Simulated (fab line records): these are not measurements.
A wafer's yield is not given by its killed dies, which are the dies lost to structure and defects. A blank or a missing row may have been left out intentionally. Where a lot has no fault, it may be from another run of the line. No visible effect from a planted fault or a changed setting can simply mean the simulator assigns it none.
Lot-split experiment -- flow n5Finfet -- on a route of 1938 steps: 7 lots, 39 wafers read

== THE SPLIT ==
At N5_BEOL_M12_TRENCH_ETCH_34 (etches SiOC in C4F8/O2/Ar, target depth 318.95 nm, time 125.5 s), the setting timeS was moved away from the recipe's 125.5 s on 15 of the 39 wafers read, by -41.7% to +30.6%. For the rest of the wafers, this setting stayed at what the recipe calls for.

== FROM THE SPLIT TO THE READING: what the file shows between them, 10 steps ==
- N5_BEOL_M12_STRIP_70: strips in C4F8/O2/Ar
- N5_BEOL_M12_OCD_MEAS_35
- N5_BEOL_M12_STRIP_37: strips in N2/H2
- N5_BEOL_M12_ETCH_38: etches SiCN in CF4/N2, target depth 68.7 nm, time 73.4 s
- N5_BEOL_M12_ECD_47: material Cu, target thk 720 nm
- N5_BEOL_M12_ANNEAL_48: time 90 s
- N5_BEOL_M12_CMP_49: polishes, stops on SiOC, t overpolish 20.6 s, target thk 320 nm
- N5_BEOL_M12_THK_MEAS_50: measures by xrf
- N5_BEOL_M12_PRE_CLEAN_52: time 15 s
- N5_BEOL_M12_DEP_53: deposits SiCN from 3MS/NH3, target thk 30 nm, time 10.5 s

== THE READING ==
M12_RS in ohm/sq, measured at N5_BEOL_M12_RS_MEAS_54 by four-point-probe. Fault-free wafers of this fab line usually give 0.0601 ohm/sq, standard deviation 0.001 ohm/sq.

wafer,"tool, chamber at the split","timeS as run, s",against the recipe,"M12_RS, ohm/sq",against lot-mates on the recipe
L076.1,"rieDiel-04, 0",125.5,recipe,0.0616,-
L076.2,"rieDiel-04, 3",125.5,recipe,0.0603,-
L076.3,"rieDiel-04, 1",125.5,recipe,0.0615,-
L076.4,"rieDiel-04, 3",125.5,recipe,0.0601,-
L076.5,"rieDiel-04, 0",125.5,recipe,0.0614,-
L076.6,"rieDiel-04, 1",125.5,recipe,0.0622,-
L077.1,"rieDiel-06, 2",125.5,recipe,0.0594,-
L077.2,"rieDiel-06, 1",125.5,recipe,0.0581,-
L077.3,"rieDiel-06, 3",163.9,+30.6%,0.0457,-0.0137
L077.4,"rieDiel-06, 0",163.9,+30.6%,0.0460,-0.0134
L077.5,"rieDiel-06, 3",163.9,+30.6%,0.0458,-0.0136
L077.6,"rieDiel-06, 0",125.5,recipe,0.0607,-
L078.1,"rieDiel-01, 2",125.5,recipe,0.0598,-
L078.2,"rieDiel-01, 0",77.24,-38.5%,0.0989,+0.0390
L078.3,"rieDiel-01, 1",77.24,-38.5%,0.1033,+0.0434
L078.4,"rieDiel-01, 3",77.24,-38.5%,0.0975,+0.0376
L078.5,"rieDiel-01, 0",125.5,recipe,0.0588,-
L078.6,"rieDiel-01, 1",125.5,recipe,0.0611,-
L080.1,"rieDiel-04, 2",104.7,-16.6%,0.0741,+0.0137
L080.2,"rieDiel-04, 1",104.7,-16.6%,0.0724,+0.0120
L080.3,"rieDiel-04, 3",125.5,recipe,0.0605,-
L080.4,"rieDiel-04, 0",125.5,recipe,0.0610,-
L080.5,"rieDiel-04, 0",104.7,-16.6%,0.0745,+0.0141
L080.6,"rieDiel-04, 3",125.5,recipe,0.0598,-
L092.1,"rieDiel-01, 0",146.6,+16.8%,0.0511,-0.0087
L092.2,"rieDiel-01, 3",146.6,+16.8%,0.0507,-0.0091
L092.3,"rieDiel-01, 0,3",125.5,recipe,0.0599,-
L092.4,"rieDiel-01, 3",125.5,recipe,0.0598,-
L092.5,"rieDiel-01, 0,3",125.5,recipe,0.0598,-
L092.6,"rieDiel-01, 0",146.6,+16.8%,0.0511,-0.0087
L095.1,"rieDiel-01, 1",125.5,recipe,0.0588,-
L095.2,"rieDiel-01, 2",125.5,recipe,0.0603,-
L095.3,"rieDiel-01, 3",125.5,recipe,0.0592,-
L095.4,"rieDiel-01, 0",73.22,-41.7%,0.1045,+0.0451
L095.5,"rieDiel-01, 1",73.22,-41.7%,0.1027,+0.0433
L095.6,"rieDiel-01, 2",73.22,-41.7%,0.1053,+0.0459
L096.1,"rieDiel-06, 3",125.5,recipe,0.0598,-
L096.2,"rieDiel-06, 2",125.5,recipe,0.0591,-
L096.6,"rieDiel-06, 2",125.5,recipe,0.0591,-
Where a row lists several chambers, the file gives one row for several wafers and doesn't say which wafer went through which chamber.

FIT RESULTS
A straight line over all 39 wafers: M12_RS changes by -0.000863 ohm/sq for each +1% of timeS; r = -0.97; the points scatter about the line by 0.0043 ohm/sq.
The same after taking each lot's own level away (the mean of its wafers on the recipe; 39 wafers): -0.000862 ohm/sq for each +1%; r = -0.96; scatter 0.0045 ohm/sq.
The reading moves by 0.036 ohm/sq for the largest change in timeS, on that fit.
The span of the lots' own levels, 0.05933 to 0.06118 ohm/sq, comes to 1.9 times the standard deviation stated above.
Consequently the slope shifts little with the lot-to-lot level, the two slopes agreeing.
Check: +0.0375 ohm/sq against its lot-mates is what the line predicts for one of the wafers moved furthest among these (-41.7%) when that wafer is left out of the fit. Against them it came out at +0.0451 ohm/sq.

== THE WHOLE CHAIN: every reading that the file lists as answering this split, in the file's order ==
step,what it does,reading,change (the file's fit),r (the file's)
N5_BEOL_M12_TRENCH_ETCH_34,"etches SiOC in C4F8/O2/Ar, target depth 318.95 nm, time 125.5 s","etch.depthNm (the simulator's own value, which no gauge read)",+3.17 nm for each +1% of the setting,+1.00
N5_BEOL_M12_OCD_MEAS_35,,trenchDepthNm,+3.18 nm for each +1% of the setting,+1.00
N5_BEOL_M12_CMP_49,"polishes, stops on SiOC, t overpolish 20.6 s, target thk 320 nm","Cu_of_BEOL_M12_ECD_47.thkNm (the simulator's own value, which no gauge read)",+3.16 nm for each +1% of the setting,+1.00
N5_BEOL_M12_THK_MEAS_50,measures by xrf,M12_THK,+3.2 for each +1% of the setting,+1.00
N5_BEOL_M12_RS_MEAS_54,measures by four-point-probe,M12_RS,-0.000889 for each +1% of the setting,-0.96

== THE FILE'S OWN FIT ==
M12_RS changes by -0.000889 ohm/sq for each +1% of timeS, r = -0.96.
